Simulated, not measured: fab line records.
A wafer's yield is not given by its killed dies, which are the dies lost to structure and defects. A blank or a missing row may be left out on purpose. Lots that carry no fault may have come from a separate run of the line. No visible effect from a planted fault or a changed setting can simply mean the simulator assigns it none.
Which tool is to blame? | flow nand-harc | 36 wafers sampled from 12 lots at 1 step of a route of 1302

## WHAT EACH GAUGE READ, for each wafer
NHARC_A_SLIT_INSPECT_11.
lot  | measured     | on                | raw-defect-count
L075 | day 20 03:01 | defect-inspect-01 | 27 27 30
L077 | day 21 04:22 | defect-inspect-02 | 66 57 69
L080 | day 21 22:54 | defect-inspect-01 | 51 64 61
L081 | day 23 03:27 | defect-inspect-02 | 63 68 68
L085 | day 23 23:40 | defect-inspect-02 | 70 73 80
L084 | day 24 00:07 | defect-inspect-01 | 75 97 68
L088 | day 25 07:41 | defect-inspect-02 | 56 63 68
L090 | day 26 08:47 | defect-inspect-01 | 50 48 53
L091 | day 27 06:26 | defect-inspect-02 | 107 117 120
L093 | day 27 23:59 | defect-inspect-01 | 78 58 79
L095 | day 28 08:52 | defect-inspect-01 | 15 15 12
L096 | day 29 02:27 | defect-inspect-02 | 59 53 67

## EACH LOT AND THE TOOL THAT RAN IT (in order: tool; ch and the chambers of the sampled wafers; start)
Before these readings, the record contains no process step.

## THE ANSWER, worked out from the rows above alone
Rule: what is usual is taken from the lots themselves. The widest of any qualifying gaps counts: lots, ordered by their means at a reading, are off when they make up no more than a third of the lots, leave a main group of 4 or more, and stand apart from it by 3 or more times the standard deviation of that group's means. A main group is skipped when, at the precision printed for the reading in the tables above, its means are all equal. Also off: a lot with no number at a reading for which 4 or more lots have one. The other lots that the step has rows for count as sound.
No lot is off on any of the readings shown, so nothing can be concluded from this.

## WHAT THE SIMULATOR HAD PUT IN
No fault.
